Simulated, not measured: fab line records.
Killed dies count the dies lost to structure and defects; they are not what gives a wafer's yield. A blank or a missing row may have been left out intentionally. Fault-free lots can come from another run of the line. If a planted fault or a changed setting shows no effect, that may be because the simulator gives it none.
Chamber matching    flow n5-finfet    pecvd-04 running N5_BEOL_M11_DEP_56: 3 sister chambers
The step deposits SiCN from 3MS/NH3, target thk 30 nm, time 10.5 s. 6 wafers are shown with their chamber, then 7 later ones without.

WAFERS WITH THEIR CHAMBER
wafer   chamber  throttle-valve-pct (%)  showerhead-vpp-V (V)
L078.3  2        16.6                    1626
L079.5  2        16.3                    1607
L085.4  0        17.8                    1535
L085.5  1        19.3                    1641
L087.2  1        19.1                    1635
L087.3  0        18.1                    1518

WAFERS WITHOUT THEIR CHAMBER
wafer   throttle-valve-pct (%)  showerhead-vpp-V (V)
L087.4  17.9                    1540
L088.3  17.1                    1649
L088.4  19.3                    1636
L088.5  17.8                    1520
L090.1  18.1                    1539
L090.2  18.9                    1642
L090.3  17.1                    1608

WHICH CHAMBER EACH WENT THROUGH
wafer   from the rows above  in truth
L087.4  0                    0
L088.3  2                    2
L088.4  1                    1
L088.5  0                    0
L090.1  0                    0
L090.2  1                    1
L090.3  2                    2
Correctly placed: 7 of 7. Can't be placed from these rows: 0. Number placed wrongly: 0.
How it was worked out, from the rows above alone: a wafer's distance from a chamber is the root of the sum, over the readings, of the square of ((its reading less the chamber's mean) divided by the reading's scatter). The wafer belongs to the nearest chamber; if the next one is less than 2 further off, it can't be placed. Each chamber's mean is taken over the wafers shown for it. The scatter: the root of (the sum of the squares of (reading less its chamber's mean) over the shown wafers, divided by (wafers less chambers)).
